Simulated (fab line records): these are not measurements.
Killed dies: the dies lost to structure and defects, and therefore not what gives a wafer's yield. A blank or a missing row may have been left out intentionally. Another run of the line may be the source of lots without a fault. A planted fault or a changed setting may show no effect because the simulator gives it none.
fab line records ; flow n5_finfet
[record] lots = 24; wafers = 72; last_day = 21
route steps=1938 shown BEOL_M12@1617 BEOL_M13@1671
lots untouched by any fault: they come from a run of this same line in which no faults occurred
start_h: hours from the record's opening day to when the first of the lot's shown wafers began ; wait_h: hours since the lot's step before ; " unchanged from the row above ; L1.1+2: several wafers, shown together as one row ; - no value, or no start given ; * or withheld: withheld ; < > ~ a bound
route shown NAME@n: names a module that has steps shown in the file, with the first one's number in the route ; usual: mean/standard deviation of fault-free wafers ; same: alike in all rows ; chamber/n: place in a boat ; sites: the reading at each site ; _std_site: their standard deviation ; _edge_site: the outer-site mean with the inner-site mean subtracted ; radius_mm: for every site, how far away it sits from the centre of the wafer ; mask NAME#n: copy n ; behind: the last tool/chamber to shape the wafer ; hold: what put the lot on hold/how long, in hours/how the hold closed ; device: whichever transistor did not switch (one of n, p or np) ; end of line: the tests these same wafers got at the end of their route ; a step given without rows: its recipe and nothing more ; killed: dies lost to structure and defects at the first sort, not the wafer's yield ; map: a wafer's dies, marking killed ones x, the rest . and places with no die _
set.NAME: setting as actually run; set.NAME@STEP: the setting as run at that earlier step ; model.NAME: the simulator's own value behind a step, which no gauge read
a sample of lots followed through the steps of the route, with each step as a table and each wafer as a row
services: the hour from which a tool's chamber was out of use, counted from the record's first day as start_h (under 0 if before that day), plus the number of hours and why
[[steps]]
[step N5_BEOL_M12_VIA_ETCH_16]
[recipe] chemistry = C4F8/O2/Ar; target = SiOC; pressure_mtorr = 30; source_w = 3000; bias_w = 700; Ar_flow_sccm = 400; C4F8_flow_sccm = 15; O2_flow_sccm = 8; he_inner_torr = 15; he_outer_torr = 30; target_depth_a = 7248; time_s = withheld; ion_energy_ev = 250; ends = cleared
[usual] drypump_motor_current_A = 5.70/0.17; he_outer_torr = 29.99/0.066; oes_product_au = 0.71/0.069; rf_vpp_V = 664.3/2.9; showerhead_plenum_p_Torr = 3.37/0.1; throttle_valve_pct = 24.2/0.3
lot.wafer;tool;chamber;start_h;wait_h;drypump_motor_current_A;he_outer_torr;oes_product_au;rf_vpp_V;showerhead_plenum_p_Torr;throttle_valve_pct
L074.1;rie_diel-03;3;310.28;0.0;5.68;29.96;0.68;661.3;3.29;24.2
L074.4;rie_diel-03;1;310.28;0.0;5.78;29.97;0.68;660.3;3.29;24.5
L074.6;rie_diel-03;2;310.28;0.0;5.99;30.00;0.63;667.1;3.50;24.2
L077.2;rie_diel-01;1;325.30;0.0;5.53;29.91;0.72;669.7;3.56;24.3
L077.3;rie_diel-01;0;325.30;0.0;5.74;29.93;0.71;661.9;3.30;24.2
L077.5;rie_diel-01;3;325.30;0.0;5.87;30.05;0.80;662.4;3.33;23.7
L075.2;rie_diel-01;2;331.71;0.0;5.64;29.98;0.65;665.5;3.39;24.7
L075.3;rie_diel-01;0;331.71;0.0;5.75;30.02;0.71;662.6;3.30;24.2
L075.4;rie_diel-01;1;331.71;0.0;5.53;30.02;0.71;669.2;3.56;24.3
L076.2;rie_diel-01;3;335.57;0.0;5.87;29.92;0.80;663.3;3.33;23.8
L076.4;rie_diel-01;2;335.57;0.0;5.62;30.03;0.65;666.1;3.39;24.7
L076.6;rie_diel-01;2;335.57;0.0;5.64;30.09;0.65;664.7;3.39;24.7
L078.2;rie_diel-01;1;343.66;0.0;5.54;29.89;0.70;668.1;3.56;24.3
L078.4;rie_diel-01;0;343.66;0.0;5.75;30.09;0.70;659.9;3.30;24.2
L078.5;rie_diel-01;1;343.66;0.0;5.53;29.99;0.71;669.3;3.56;24.3
L080.2;rie_diel-04;0;355.80;0.0;5.87;29.94;0.75;663.9;3.31;24.3
L080.4;rie_diel-04;2;355.80;0.0;5.42;29.93;0.81;666.3;3.48;24.0
L080.5;rie_diel-04;2;355.80;0.0;5.41;29.93;0.81;667.5;3.48;24.0
L082.3;rie_diel-01;3;359.93;0.0;5.87;30.00;0.78;663.0;3.32;23.8
L082.4;rie_diel-01;0;359.93;0.0;5.72;30.09;0.69;661.6;3.29;24.2
L082.6;rie_diel-01;3;359.93;0.0;5.87;30.02;0.78;662.7;3.32;23.8
L079.4;rie_diel-03;1;365.22;0.0;5.77;29.85;0.66;663.0;3.27;24.5
L079.5;rie_diel-03;2;365.22;0.0;5.92;30.05;0.61;667.9;3.49;24.3
L079.6;rie_diel-03;3;365.22;0.0;5.69;29.93;0.67;661.5;3.28;24.3
L086.2;rie_diel-01;1;387.39;0.0;5.59;30.10;0.69;670.8;3.55;24.4
L086.3;rie_diel-01;3;387.39;0.0;5.87;30.12;0.77;662.4;3.32;23.8
L086.4;rie_diel-01;2;387.39;0.0;5.65;30.05;0.63;665.3;3.38;24.7
L081.3;rie_diel-03;1;392.71;0.0;5.78;29.99;0.65;660.3;3.27;24.5
L081.5;rie_diel-03;0;392.71;0.0;5.53;30.00;0.82;663.7;3.34;23.9
L081.6;rie_diel-03;1;392.71;0.0;5.79;30.04;0.66;660.3;3.27;24.5
L083.2;rie_diel-01;2;395.50;0.0;5.64;30.07;0.63;665.6;3.38;24.7
L083.3;rie_diel-01;1;395.50;0.0;5.58;29.98;0.70;669.4;3.55;24.4
L083.6;rie_diel-01;2;395.50;0.0;5.65;29.96;0.63;664.0;3.38;24.7
L084.1;rie_diel-03;0;397.91;0.0;5.53;30.09;0.81;664.5;3.34;23.9
L084.4;rie_diel-03;1;397.91;0.0;5.78;29.93;0.65;660.9;3.27;24.5
L084.5;rie_diel-03;3;397.91;0.0;5.68;29.99;0.65;661.5;3.27;24.3
L090.3;rie_diel-01;1;407.11;0.0;5.52;29.96;0.69;668.5;3.55;24.4
L090.4;rie_diel-01;0;407.11;0.0;5.73;30.08;0.69;663.2;3.29;24.3
L090.6;rie_diel-01;2;407.11;0.0;5.64;29.95;0.62;663.6;3.38;24.7
L085.2;rie_diel-01;0;407.42;0.0;5.74;29.91;0.69;663.1;3.29;24.3
L085.3;rie_diel-01;2;407.42;0.0;5.65;30.02;0.62;664.0;3.37;24.7
L085.4;rie_diel-01;1;407.42;0.0;5.57;30.04;0.68;668.6;3.55;24.4
L089.1;rie_diel-03;3;420.07;0.0;5.69;29.90;0.64;661.0;3.27;24.3
L089.2;rie_diel-03;0;420.07;0.0;5.54;29.91;0.79;663.4;3.33;23.9
L089.4;rie_diel-03;3;420.07;0.0;5.68;29.99;0.65;660.2;3.26;24.3
L087.1;rie_diel-01;0;426.99;0.0;5.78;29.95;0.68;661.6;3.28;24.3
L087.2;rie_diel-01;3;426.99;0.0;5.87;29.88;0.76;663.8;3.31;23.8
L087.6;rie_diel-01;1;426.99;0.0;5.56;29.99;0.69;668.1;3.54;24.4
L088.2;rie_diel-01;3;427.38;0.0;5.88;30.14;0.76;663.0;3.31;23.8
L088.5;rie_diel-01;0;427.38;0.0;5.76;30.05;0.68;661.0;3.28;24.3
L088.6;rie_diel-01;1;427.38;0.0;5.57;29.94;0.68;669.2;3.54;24.4
L091.3;rie_diel-03;2;430.27;0.0;5.98;29.98;0.87;667.9;3.48;24.0
L091.4;rie_diel-03;1;430.27;0.0;5.79;30.07;0.64;661.7;3.26;24.5
L091.5;rie_diel-03;0;430.27;0.0;5.51;29.98;0.78;664.2;3.33;23.9
L096.1;rie_diel-03;1;436.32;0.0;5.80;29.91;0.64;661.2;3.26;24.6
L096.2;rie_diel-03;2;436.32;0.0;5.97;30.02;0.86;668.3;3.48;24.0
L096.5;rie_diel-03;1;436.32;0.0;5.78;29.99;0.64;660.7;3.26;24.5
L092.2;rie_diel-01;0;436.80;0.0;5.76;29.92;0.68;662.1;3.28;24.3
L092.3;rie_diel-01;1;436.80;0.0;5.55;30.07;0.68;668.6;3.54;24.4
L092.5;rie_diel-01;3;436.80;0.0;5.88;30.00;0.75;662.8;3.31;23.8
L094.2;rie_diel-03;1;437.86;0.0;5.76;29.99;0.64;661.6;3.26;24.5
L094.3;rie_diel-03;2;437.86;0.0;5.99;29.99;0.85;666.7;3.48;24.0
L094.4;rie_diel-03;3;437.86;0.0;5.69;30.09;0.64;660.2;3.26;24.3
L093.2;rie_diel-04;1;455.29;0.0;5.90;29.95;0.73;663.1;3.27;23.9
L093.3;rie_diel-04;2;455.29;0.0;5.41;29.90;0.76;666.3;3.46;24.1
L093.6;rie_diel-04;2;455.29;0.0;5.41;29.89;0.77;665.6;3.46;24.1
L095.1;rie_diel-01;2;456.38;0.0;5.66;29.99;0.88;663.2;3.37;24.4
L095.2;rie_diel-01;3;456.38;0.0;5.89;29.99;0.74;662.1;3.30;23.8
L095.6;rie_diel-01;2;456.38;0.0;5.65;29.96;0.89;663.7;3.37;24.4
L097.4;rie_diel-04;1;463.78;0.0;5.92;29.93;0.73;662.4;3.27;23.9
L097.5;rie_diel-04;0;463.78;0.0;5.89;29.89;0.71;663.0;3.29;24.3
L097.6;rie_diel-04;1;463.78;0.0;5.96;29.91;0.73;663.1;3.27;23.9
[step N5_BEOL_M12_PRE_CLEAN_42]
[recipe] gas = H2/He; time_s = 30; temp_c = 250
[usual] heater_power_w = 313/28
[same] time_s = 30
lot.wafer;tool;chamber;start_h;wait_h;heater_power_w
L074.1;pvd_sputter-03;-;313.76;0.0;301
L074.4;pvd_sputter-03;-;313.76;0.0;324
L074.6;pvd_sputter-03;-;313.76;0.0;320
L077.2;pvd_sputter-03;-;330.84;0.0;325
L077.3;pvd_sputter-03;-;330.84;0.0;290
L077.5;pvd_sputter-03;-;330.84;0.0;308
L075.2;pvd_sputter-03;-;334.56;0.0;295
L075.3;pvd_sputter-03;-;334.56;0.0;328
L075.4;pvd_sputter-03;-;334.56;0.0;267
L076.2;pvd_sputter-01;-;340.79;0.0;319
L076.4;pvd_sputter-01;-;340.79;0.0;333
L076.6;pvd_sputter-01;-;340.79;0.0;310
L078.2;pvd_sputter-03;-;347.11;0.0;302
L078.4;pvd_sputter-03;-;347.11;0.0;333
L078.5;pvd_sputter-03;-;347.11;0.0;308
L080.2;pvd_sputter-01;-;357.81;0.0;364
L080.4;pvd_sputter-01;-;357.81;0.0;310
L080.5;pvd_sputter-01;-;357.81;0.0;351
L082.3;pvd_sputter-03;-;361.65;0.0;306
L082.4;pvd_sputter-03;-;361.65;0.0;327
L082.6;pvd_sputter-03;-;361.65;0.0;269
L079.4;pvd_sputter-01;-;374.38;0.0;328
L079.5;pvd_sputter-01;-;374.38;0.0;365
L079.6;pvd_sputter-01;-;374.38;0.0;341
L086.2;pvd_sputter-01;-;389.72;0.0;324
L086.3;pvd_sputter-01;-;389.72;0.0;288
L086.4;pvd_sputter-01;-;389.72;0.0;345
L081.3;pvd_sputter-02;-;396.14;0.0;268
L081.5;pvd_sputter-02;-;396.14;0.0;305
L081.6;pvd_sputter-02;-;396.14;0.0;283
L083.2;pvd_sputter-03;-;401.12;0.0;333
L083.3;pvd_sputter-03;-;401.12;0.0;304
L083.6;pvd_sputter-03;-;401.12;0.0;334
L084.1;pvd_sputter-01;-;401.29;0.0;343
L084.4;pvd_sputter-01;-;401.29;0.0;293
L084.5;pvd_sputter-01;-;401.29;0.0;286
L090.3;pvd_sputter-03;-;410.72;0.0;274
L090.4;pvd_sputter-03;-;410.72;0.0;298
L090.6;pvd_sputter-03;-;410.72;0.0;329
L085.2;pvd_sputter-01;-;411.32;0.0;370
L085.3;pvd_sputter-01;-;411.32;0.0;320
L085.4;pvd_sputter-01;-;411.32;0.0;290
L089.1;pvd_sputter-01;-;425.99;0.0;319
L089.2;pvd_sputter-01;-;425.99;0.0;348
L089.4;pvd_sputter-01;-;425.99;0.0;296
L087.1;pvd_sputter-02;-;428.97;0.0;308
L087.2;pvd_sputter-02;-;428.97;0.0;283
L087.6;pvd_sputter-02;-;428.97;0.0;289
L088.2;pvd_sputter-02;-;429.33;0.0;277
L088.5;pvd_sputter-02;-;429.33;0.0;286
L088.6;pvd_sputter-02;-;429.33;0.0;315
L091.3;pvd_sputter-01;-;434.14;0.0;342
L091.4;pvd_sputter-01;-;434.14;0.0;295
L091.5;pvd_sputter-01;-;434.14;0.0;287
L096.1;pvd_sputter-03;-;444.86;0.0;320
L096.2;pvd_sputter-03;-;444.86;0.0;326
L096.5;pvd_sputter-03;-;444.86;0.0;319
L092.2;pvd_sputter-02;-;448.46;0.0;344
L092.3;pvd_sputter-02;-;448.46;0.0;279
L092.5;pvd_sputter-02;-;448.46;0.0;335
L094.2;pvd_sputter-01;-;448.48;0.0;294
L094.3;pvd_sputter-01;-;448.48;0.0;314
L094.4;pvd_sputter-01;-;448.48;0.0;344
L093.2;pvd_sputter-01;-;458.46;0.0;361
L093.3;pvd_sputter-01;-;458.46;0.0;289
L093.6;pvd_sputter-01;-;458.46;0.0;332
L095.1;pvd_sputter-03;-;458.88;0.0;321
L095.2;pvd_sputter-03;-;458.88;0.0;261
L095.6;pvd_sputter-03;-;458.88;0.0;299
L097.4;pvd_sputter-02;-;465.97;0.0;307
L097.5;pvd_sputter-02;-;465.97;0.0;347
L097.6;pvd_sputter-02;-;465.97;0.0;274
[step N5_BEOL_M12_THK_MEAS_50]
[recipe] thk_meas_gauge = xrf; reads = Cu_of_BEOL_M12_ECD_47
[usual] M12_THK = 321/7.3
lot.wafer;tool;chamber;start_h;wait_h;M12_THK[nm]
L074.1;film_metro-02;-;315.07;-;310
L074.4;film_metro-02;-;315.07;-;310
L074.6;film_metro-02;-;315.07;-;311
L077.2;film_metro-02;-;331.98;-;312
L077.3;film_metro-02;-;331.98;-;309
L077.5;film_metro-02;-;331.98;-;313
L075.2;film_metro-02;-;335.79;-;327
L075.3;film_metro-02;-;335.79;-;324
L075.4;film_metro-02;-;335.79;-;324
L076.2;film_metro-01;-;341.86;-;313
L076.4;film_metro-01;-;341.86;-;327
L076.6;film_metro-01;-;341.86;-;315
L078.2;film_metro-01;-;348.16;-;320
L078.4;film_metro-01;-;348.16;-;312
L078.5;film_metro-01;-;348.16;-;315
L080.2;film_metro-01;-;359.05;-;326
L080.4;film_metro-01;-;359.05;-;329
L080.5;film_metro-01;-;359.05;-;320
L082.3;film_metro-02;-;362.71;-;331
L082.4;film_metro-02;-;362.71;-;318
L082.6;film_metro-02;-;362.71;-;330
L079.4;film_metro-01;-;375.43;-;315
L079.5;film_metro-01;-;375.43;-;318
L079.6;film_metro-01;-;375.43;-;318
L086.2;film_metro-02;-;390.95;-;325
L086.3;film_metro-02;-;390.95;-;326
L086.4;film_metro-02;-;390.95;-;333
L081.3;film_metro-01;-;397.20;-;334
L081.5;film_metro-01;-;397.20;-;312
L081.6;film_metro-01;-;397.20;-;318
L083.2;film_metro-01;-;402.18;-;320
L083.3;film_metro-01;-;402.18;-;327
L083.6;film_metro-01;-;402.18;-;327
L084.1;film_metro-02;-;402.35;-;322
L084.4;film_metro-02;-;402.35;-;325
L084.5;film_metro-02;-;402.35;-;330
L090.3;film_metro-02;-;411.78;-;329
L090.4;film_metro-02;-;411.78;-;317
L090.6;film_metro-02;-;411.78;-;325
L085.2;film_metro-02;-;412.38;-;327
L085.3;film_metro-02;-;412.38;-;309
L085.4;film_metro-02;-;412.38;-;334
L089.1;film_metro-02;-;427.22;-;325
L089.2;film_metro-02;-;427.22;-;331
L089.4;film_metro-02;-;427.22;-;320
L087.1;film_metro-01;-;430.73;-;333
L087.2;film_metro-01;-;430.73;-;314
L087.6;film_metro-01;-;430.73;-;315
L088.2;film_metro-01;-;431.18;-;308
L088.5;film_metro-01;-;431.18;-;329
L088.6;film_metro-01;-;431.18;-;317
L091.3;film_metro-02;-;435.22;0.3;322
L091.4;film_metro-02;-;435.22;0.3;312
L091.5;film_metro-02;-;435.22;0.3;315
L096.1;film_metro-02;-;446.38;-;313
L096.2;film_metro-02;-;446.38;-;333
L096.5;film_metro-02;-;446.38;-;317
L092.2;film_metro-01;-;449.78;-;334
L092.3;film_metro-01;-;449.78;-;324
L092.5;film_metro-01;-;449.78;-;321
L094.2;film_metro-02;-;449.80;-;330
L094.3;film_metro-02;-;449.80;-;317
L094.4;film_metro-02;-;449.80;-;309
L093.2;film_metro-02;-;459.51;-;310
L093.3;film_metro-02;-;459.51;-;326
L093.6;film_metro-02;-;459.51;-;310
L095.1;film_metro-01;-;459.95;-;318
L095.2;film_metro-01;-;459.95;-;325
L095.6;film_metro-01;-;459.95;-;322
L097.4;film_metro-02;-;467.04;-;315
L097.5;film_metro-02;-;467.04;-;325
L097.6;film_metro-02;-;467.04;-;321
[step N5_BEOL_M12_INSPECT_55]
[recipe] inspect_instrument = darkfield; mode = post_dep
[usual] raw_defect_count = 72/25
lot.wafer;tool;chamber;start_h;wait_h;raw_defect_count
L074.1;defect_inspect-01;-;315.22;0.0;40
L074.4;defect_inspect-01;-;315.22;0.0;30
L074.6;defect_inspect-01;-;315.22;0.0;51
L077.2;defect_inspect-02;-;332.13;0.0;109
L077.3;defect_inspect-02;-;332.13;0.0;60
L077.5;defect_inspect-02;-;332.13;0.0;47
L075.2;defect_inspect-01;-;335.94;0.0;142
L075.3;defect_inspect-01;-;335.94;0.0;109
L075.4;defect_inspect-01;-;335.94;0.0;89
L076.2;defect_inspect-02;-;342.04;0.0;55
L076.4;defect_inspect-02;-;342.04;0.0;73
L076.6;defect_inspect-02;-;342.04;0.0;76
L078.2;defect_inspect-01;-;348.31;0.0;108
L078.4;defect_inspect-01;-;348.31;0.0;89
L078.5;defect_inspect-01;-;348.31;0.0;96
L080.2;defect_inspect-01;-;359.20;0.0;81
L080.4;defect_inspect-01;-;359.20;0.0;56
L080.5;defect_inspect-01;-;359.20;0.0;77
L082.3;defect_inspect-02;-;362.86;0.0;89
L082.4;defect_inspect-02;-;362.86;0.0;72
L082.6;defect_inspect-02;-;362.86;0.0;131
L079.4;defect_inspect-01;-;375.58;0.0;58
L079.5;defect_inspect-01;-;375.58;0.0;106
L079.6;defect_inspect-01;-;375.58;0.0;80
L086.2;defect_inspect-02;-;391.13;0.0;64
L086.3;defect_inspect-02;-;391.13;0.0;44
L086.4;defect_inspect-02;-;391.13;0.0;34
L081.3;defect_inspect-02;-;397.36;0.0;75
L081.5;defect_inspect-02;-;397.36;0.0;67
L081.6;defect_inspect-02;-;397.36;0.0;138
L083.2;defect_inspect-02;-;402.33;0.0;62
L083.3;defect_inspect-02;-;402.33;0.0;63
L083.6;defect_inspect-02;-;402.33;0.0;55
L084.1;defect_inspect-02;-;402.61;0.0;43
L084.4;defect_inspect-02;-;402.61;0.0;85
L084.5;defect_inspect-02;-;402.61;0.0;104
L090.3;defect_inspect-02;-;411.93;0.0;95
L090.4;defect_inspect-02;-;411.93;0.0;65
L090.6;defect_inspect-02;-;411.93;0.0;89
L085.2;defect_inspect-01;-;412.55;0.0;80
L085.3;defect_inspect-01;-;412.55;0.0;40
L085.4;defect_inspect-01;-;412.55;0.0;37
L089.1;defect_inspect-01;-;427.37;0.0;75
L089.2;defect_inspect-01;-;427.37;0.0;67
L089.4;defect_inspect-01;-;427.37;0.0;147
L087.1;defect_inspect-02;-;430.91;0.0;66
L087.2;defect_inspect-02;-;430.91;0.0;53
L087.6;defect_inspect-02;-;430.91;0.0;56
L088.2;defect_inspect-01;-;431.36;0.0;62
L088.5;defect_inspect-01;-;431.36;0.0;70
L088.6;defect_inspect-01;-;431.36;0.0;44
L091.3;defect_inspect-01;-;435.40;0.0;126
L091.4;defect_inspect-01;-;435.40;0.0;77
L091.5;defect_inspect-01;-;435.40;0.0;112
L096.1;defect_inspect-02;-;446.53;0.0;47
L096.2;defect_inspect-02;-;446.53;0.0;39
L096.5;defect_inspect-02;-;446.53;0.0;40
L092.2;defect_inspect-01;-;449.93;0.0;81
L092.3;defect_inspect-01;-;449.93;0.0;88
L092.5;defect_inspect-01;-;449.93;0.0;86
L094.2;defect_inspect-02;-;449.99;0.0;72
L094.3;defect_inspect-02;-;449.99;0.0;79
L094.4;defect_inspect-02;-;449.99;0.0;57
L093.2;defect_inspect-02;-;459.66;0.0;48
L093.3;defect_inspect-02;-;459.66;0.0;55
L093.6;defect_inspect-02;-;459.66;0.0;52
L095.1;defect_inspect-02;-;460.10;0.0;84
L095.2;defect_inspect-02;-;460.10;0.0;61
L095.6;defect_inspect-02;-;460.10;0.0;81
L097.4;defect_inspect-02;-;467.19;0.0;79
L097.5;defect_inspect-02;-;467.19;0.0;64
L097.6;defect_inspect-02;-;467.19;0.0;66
[step N5_BEOL_M13_INSPECT_12]
[recipe] mode = adi; inspect_instrument = macro
[usual] raw_defect_count = 1.6/1.2
lot.wafer;tool;chamber;start_h;wait_h;raw_defect_count
L074.1;defect_inspect-01;-;315.89;0.0;1
L074.4;defect_inspect-01;-;315.89;0.0;1
L074.6;defect_inspect-01;-;315.89;0.0;0
L077.2;defect_inspect-02;-;332.67;0.0;2
L077.3;defect_inspect-02;-;332.67;0.0;0
L077.5;defect_inspect-02;-;332.67;0.0;0
L075.2;defect_inspect-01;-;337.51;0.0;0
L075.3;defect_inspect-01;-;337.51;0.0;3
L075.4;defect_inspect-01;-;337.51;0.0;3
L076.2;defect_inspect-02;-;342.65;0.0;2
L076.4;defect_inspect-02;-;342.65;0.0;0
L076.6;defect_inspect-02;-;342.65;0.0;3
L078.2;defect_inspect-02;-;349.00;0.0;2
L078.4;defect_inspect-02;-;349.00;0.0;1
L078.5;defect_inspect-02;-;349.00;0.0;1
L080.2;defect_inspect-02;-;359.88;0.0;1
L080.4;defect_inspect-02;-;359.88;0.0;3
L080.5;defect_inspect-02;-;359.88;0.0;2
L082.3;defect_inspect-02;-;363.53;0.0;1
L082.4;defect_inspect-02;-;363.53;0.0;1
L082.6;defect_inspect-02;-;363.53;0.0;2
L079.4;defect_inspect-02;-;376.13;0.0;1
L079.5;defect_inspect-02;-;376.13;0.0;3
L079.6;defect_inspect-02;-;376.13;0.0;1
L086.2;defect_inspect-01;-;391.68;0.0;1
L086.3;defect_inspect-01;-;391.68;0.0;2
L086.4;defect_inspect-01;-;391.68;0.0;3
L081.3;defect_inspect-01;-;398.03;0.0;0
L081.5;defect_inspect-01;-;398.03;0.0;4
L081.6;defect_inspect-01;-;398.03;0.0;5
L083.2;defect_inspect-02;-;403.00;0.0;3
L083.3;defect_inspect-02;-;403.00;0.0;2
L083.6;defect_inspect-02;-;403.00;0.0;1
L084.1;defect_inspect-01;-;403.15;0.0;1
L084.4;defect_inspect-01;-;403.15;0.0;2
L084.5;defect_inspect-01;-;403.15;0.0;1
L090.3;defect_inspect-02;-;412.60;0.0;1
L090.4;defect_inspect-02;-;412.60;0.0;1
L090.6;defect_inspect-02;-;412.60;0.0;2
L085.2;defect_inspect-02;-;413.22;0.0;1
L085.3;defect_inspect-02;-;413.22;0.0;0
L085.4;defect_inspect-02;-;413.22;0.0;1
L089.1;defect_inspect-02;-;428.05;0.0;1
L089.2;defect_inspect-02;-;428.05;0.0;3
L089.4;defect_inspect-02;-;428.05;0.0;3
L087.1;defect_inspect-01;-;431.52;0.0;0
L087.2;defect_inspect-01;-;431.52;0.0;2
L087.6;defect_inspect-01;-;431.52;0.0;0
L088.2;defect_inspect-02;-;431.98;0.0;1
L088.5;defect_inspect-02;-;431.98;0.0;1
L088.6;defect_inspect-02;-;431.98;0.0;4
L091.3;defect_inspect-02;-;436.02;0.0;0
L091.4;defect_inspect-02;-;436.02;0.0;3
L091.5;defect_inspect-02;-;436.02;0.0;1
L096.1;defect_inspect-02;-;447.08;0.0;1
L096.2;defect_inspect-02;-;447.08;0.0;2
L096.5;defect_inspect-02;-;447.08;0.0;3
L092.2;defect_inspect-01;-;450.49;0.0;0
L092.3;defect_inspect-01;-;450.49;0.0;1
L092.5;defect_inspect-01;-;450.49;0.0;2
L094.2;defect_inspect-01;-;450.66;0.0;0
L094.3;defect_inspect-01;-;450.66;0.0;1
L094.4;defect_inspect-01;-;450.66;0.0;0
L093.2;defect_inspect-02;-;460.36;0.0;1
L093.3;defect_inspect-02;-;460.36;0.0;2
L093.6;defect_inspect-02;-;460.36;0.0;1
L095.1;defect_inspect-01;-;460.77;0.0;3
L095.2;defect_inspect-01;-;460.77;0.0;2
L095.6;defect_inspect-01;-;460.77;0.0;4
L097.4;defect_inspect-01;-;467.73;0.0;1
L097.5;defect_inspect-01;-;467.73;0.0;1
L097.6;defect_inspect-01;-;467.73;0.0;1
[step N5_BEOL_M13_INSPECT_55]
[recipe] inspect_instrument = darkfield; mode = post_dep
[usual] raw_defect_count = 74/24
lot.wafer;tool;chamber;start_h;wait_h;raw_defect_count
L074.1;defect_inspect-02;-;326.14;0.0;55
L074.4;defect_inspect-02;-;326.14;0.0;72
L074.6;defect_inspect-02;-;326.14;0.0;107
L077.2;defect_inspect-02;-;339.63;0.0;49
L077.3;defect_inspect-02;-;339.63;0.0;56
L077.5;defect_inspect-02;-;339.63;0.0;57
L075.2;defect_inspect-02;-;342.57;0.0;121
L075.3;defect_inspect-02;-;342.57;0.0;151
L075.4;defect_inspect-02;-;342.57;0.0;62
L076.2;defect_inspect-02;-;347.96;0.0;143
L076.4;defect_inspect-02;-;347.96;0.0;123
L076.6;defect_inspect-02;-;347.96;0.0;89
L078.2;defect_inspect-02;-;355.07;0.0;86
L078.4;defect_inspect-02;-;355.07;0.0;95
L078.5;defect_inspect-02;-;355.07;0.0;90
L080.2;defect_inspect-02;-;363.31;0.0;40
L080.4;defect_inspect-02;-;363.31;0.0;61
L080.5;defect_inspect-02;-;363.31;0.0;49
L082.3;defect_inspect-01;-;375.73;0.0;75
L082.4;defect_inspect-01;-;375.73;0.0;71
L082.6;defect_inspect-01;-;375.73;0.0;59
L079.4;defect_inspect-02;-;382.14;0.0;91
L079.5;defect_inspect-02;-;382.14;0.0;55
L079.6;defect_inspect-02;-;382.14;0.0;106
L086.2;defect_inspect-01;-;397.68;0.0;60
L086.3;defect_inspect-01;-;397.68;0.0;74
L086.4;defect_inspect-01;-;397.68;0.0;33
L081.3;defect_inspect-01;-;402.60;0.0;70
L081.5;defect_inspect-01;-;402.60;0.0;97
L081.6;defect_inspect-01;-;402.60;0.0;37
L083.2;defect_inspect-02;-;407.82;0.0;76
L083.3;defect_inspect-02;-;407.82;0.0;52
L083.6;defect_inspect-02;-;407.82;0.0;25
L084.1;defect_inspect-01;-;408.08;0.0;98
L084.4;defect_inspect-01;-;408.08;0.0;115
L084.5;defect_inspect-01;-;408.08;0.0;86
L090.3;defect_inspect-01;-;419.95;0.0;57
L090.4;defect_inspect-01;-;419.95;0.0;90
L090.6;defect_inspect-01;-;419.95;0.0;83
L085.2;defect_inspect-01;-;420.21;0.0;44
L085.3;defect_inspect-01;-;420.21;0.0;86
L085.4;defect_inspect-01;-;420.21;0.0;104
L089.1;defect_inspect-02;-;436.44;0.0;50
L089.2;defect_inspect-02;-;436.44;0.0;45
L089.4;defect_inspect-02;-;436.44;0.0;79
L087.1;defect_inspect-01;-;438.12;0.0;65
L087.2;defect_inspect-01;-;438.12;0.0;74
L087.6;defect_inspect-01;-;438.12;0.0;109
L088.2;defect_inspect-01;-;438.69;0.0;53
L088.5;defect_inspect-01;-;438.69;0.0;78
L088.6;defect_inspect-01;-;438.69;0.0;77
L091.3;defect_inspect-02;-;444.13;0.0;42
L091.4;defect_inspect-02;-;444.13;0.0;62
L091.5;defect_inspect-02;-;444.13;0.0;40
L096.1;defect_inspect-01;-;452.74;0.0;87
L096.2;defect_inspect-01;-;452.74;0.0;74
L096.5;defect_inspect-01;-;452.74;0.0;88
L092.2;defect_inspect-02;-;457.02;0.0;70
L092.3;defect_inspect-02;-;457.02;0.0;64
L092.5;defect_inspect-02;-;457.02;0.0;73
L094.2;defect_inspect-02;-;458.99;0.0;67
L094.3;defect_inspect-02;-;458.99;0.0;85
L094.4;defect_inspect-02;-;458.99;0.0;97
L093.2;defect_inspect-01;-;464.57;0.0;99
L093.3;defect_inspect-01;-;464.57;0.0;55
L093.6;defect_inspect-01;-;464.57;0.0;56
L095.1;defect_inspect-01;-;464.87;0.0;93
L095.2;defect_inspect-01;-;464.87;0.0;51
L095.6;defect_inspect-01;-;464.87;0.0;57
L097.4;defect_inspect-02;-;475.53;0.0;54
L097.5;defect_inspect-02;-;475.53;0.0;74
L097.6;defect_inspect-02;-;475.53;0.0;49
[[services]]
tool;chamber;start_h;hours;kind
rie_diel-03;3;289.92;5.3;repair
rie_diel-04;0;298.90;4.3;repair
rie_diel-03;0;309.46;-;clean
rie_diel-03;0;309.46;-;consumable_replace:focus_ring
rie_diel-03;0;309.46;30.7;scheduled_down
rie_diel-03;0;309.46;30.7;vent_cycle
rie_diel-04;2;332.82;4.0;repair
rie_diel-03;2;390.73;-;clean
rie_diel-03;2;390.73;-;consumable_replace:focus_ring
rie_diel-03;2;390.73;25.9;scheduled_down
rie_diel-03;2;390.73;25.9;vent_cycle
rie_diel-01;0;394.03;3.4;repair
rie_diel-04;3;403.00;26.1;repair
rie_diel-01;1;409.37;8.5;repair
rie_diel-03;1;417.77;8.0;repair
rie_diel-01;2;426.22;-;clean
rie_diel-01;2;426.22;-;consumable_replace:focus_ring
rie_diel-01;2;426.22;24.0;scheduled_down
rie_diel-01;2;426.22;24.0;vent_cycle
rie_diel-03;2;439.39;1.4;repair
[[key]]
fault none
